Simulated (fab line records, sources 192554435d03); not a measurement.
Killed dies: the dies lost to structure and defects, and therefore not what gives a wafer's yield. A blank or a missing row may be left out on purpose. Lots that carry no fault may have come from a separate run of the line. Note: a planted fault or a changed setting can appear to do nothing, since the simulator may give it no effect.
A struck lot beside a sound one -- flow n5_finfet -- 16 steps out of a route of 1938
Sound: wafers L851.3, L851.5, L851.6. Struck: wafer L860.2 (L860.3, L860.5, from the same lot, were not struck and are left out); the cause is given at the end.
Per side, at each step with rows, come the tool, then ch with its chambers, and then its first start. Under that, the readings that differ: sound wafers -- struck wafers -- difference of the means -- sigmas: that difference in standard deviations of wafers without a fault.
alike: a reading whose means differ by less than 2 such deviations, as well as words and numbers matching on both sides. not compared: withheld readings; readings where some wafer has no value; bounds like >300 that might hide an equal value; numbers whose values overlap and for which the record gives no deviation.
The two part at a step that has a row with sigmas, a row that says differs or no value, or rows on one side only. Non-overlapping numbers with no deviation appear without sigmas and do not part them. A reading missing from all wafers of one side parts the sides only when that side holds two or more wafers.

first, 1 step without rows for these wafers: N5_BEOL_M0_WET_ETCH_106 (etches SiO2 in DHF, target depth 130 nm, rinse time 30 s).
N5_BEOL_M0_ETCH_128: etches SiCN in CF4/N2, target depth 12 nm, overetch 5.1 nm, time 21.4 s.
  sound on rie_diel-04 ch 0,2, day 7 23:54; struck on rie_diel-02 ch 0, day 10 10:06
reading,sound,struck,difference,sigmas
throttle_valve_pct (%),15.66 15.67 15.40,14.94,-0.64,-2
  alike: chamber_pressure_mTorr, drypump_motor_current_A, oes_product_au, rf_vpp_V, showerhead_plenum_p_Torr
  not compared: rf_hours_counter_h
N5_BEOL_M0_TRENCH_ETCH_107: etches SiOC in C4F6/O2, target depth 32.8 nm, time 16.4 s.
  sound on rie_diel-04 ch 0,2, day 7 23:57; struck on rie_diel-02 ch 0, day 10 10:08
reading,sound,struck,difference,sigmas
throttle_valve_pct (%),21.08 21.06 20.89,20.37,-0.64,-2
  alike: C4F6_flow_sccm, chamber_pressure_mTorr, drypump_motor_current_A, oes_product_au, rf_vpp_V, showerhead_plenum_p_Torr
  not compared: rf_hours_counter_h
N5_BEOL_M0_STRIP_142: strips in N2/H2, time 10 s.
  sound on rie_diel-04 ch 0,2, day 7 23:58; struck on rie_diel-02 ch 0, day 10 10:10
  alike: chamber_pressure_mTorr, drypump_motor_current_A, oes_product_au, rf_vpp_V, showerhead_plenum_p_Torr, throttle_valve_pct
  not compared: rf_hours_counter_h
N5_BEOL_M0_OCD_MEAS_108:
  sound on ocd-02 at day 8 00:03; struck on ocd-01 at day 10 10:16
  alike: trench_depth_nm
then, 2 steps without rows for these wafers: N5_BEOL_M0_HM_STRIP_129 (strips TiN in peroxide tin strip, target depth 17 nm, time 108 s); N5_BEOL_M0_SRD_130 (time 30 s).
N5_BEOL_M0_ETCH_109: etches SiCN in CH3F/O2, target depth 8 nm, overetch 2.4 nm, time 27.4 s.
  sound on rie_diel-02 ch 0,1,2, day 8 00:27; struck on rie_diel-06 ch 1, day 10 10:22
  alike: chamber_pressure_mTorr, drypump_motor_current_A, oes_product_au, rf_vpp_V, showerhead_plenum_p_Torr, throttle_valve_pct
  not compared: rf_hours_counter_h
then, 4 steps without rows for these wafers: N5_BEOL_M0_STRIP_139 (strips in post etch residue remover, time 60 s); N5_BEOL_M0_SRD_111 (time 30 s); N5_BEOL_M0_DEGAS_112 (time 60 s); N5_BEOL_M0_PRE_CLEAN_113 (time 30 s).
N5_BEOL_M0_ALD_136: deposits TaN, pulse time 2 s, purge time 3 s, co reactant purge time 2 s.
  sound on ald_metal-01 ch 1,2, day 8 01:13; struck on ald_metal-01 ch 3, day 10 11:21
reading,sound,struck,difference,sigmas
purge_time_s (s),3 3 3,3.2168,+0.2168,
  alike: heater_power_w
  not compared: since_wet_clean_h
N5_BEOL_M0_SURFACE_TREAT_137:
  sound on pvd_sputter-03 at day 8 01:31; struck on pvd_sputter-01 at day 10 12:58
  not compared: throttle_valve_pct
N5_BEOL_M4_RC_MEAS_101:
  sound on prober-02 ch 0, day 9 19:34; struck on prober-01 ch 0, day 12 07:16
  alike: DIBL_N, DIBL_P, IOFF_N, IOFF_P, ION_N, ION_P, SS_N, SS_P, VT_N, VT_P
-- here the record skips 4 days between the struck wafers' starts before and after, leaving off in module BEOL_M4 and picking up in module PASSIVATION (first step shown: number 1936 of the route) --
N5_PASSIVATION_PROBE_49:
  rows exist in the record for the struck wafers here (prober-01, day 16 13:29), but not for the sound ones

WHERE THEY PART
Last at N5_PASSIVATION_PROBE_49 as far as this record goes, first at N5_BEOL_M0_ETCH_128.

WHY: the cause the simulator had injected
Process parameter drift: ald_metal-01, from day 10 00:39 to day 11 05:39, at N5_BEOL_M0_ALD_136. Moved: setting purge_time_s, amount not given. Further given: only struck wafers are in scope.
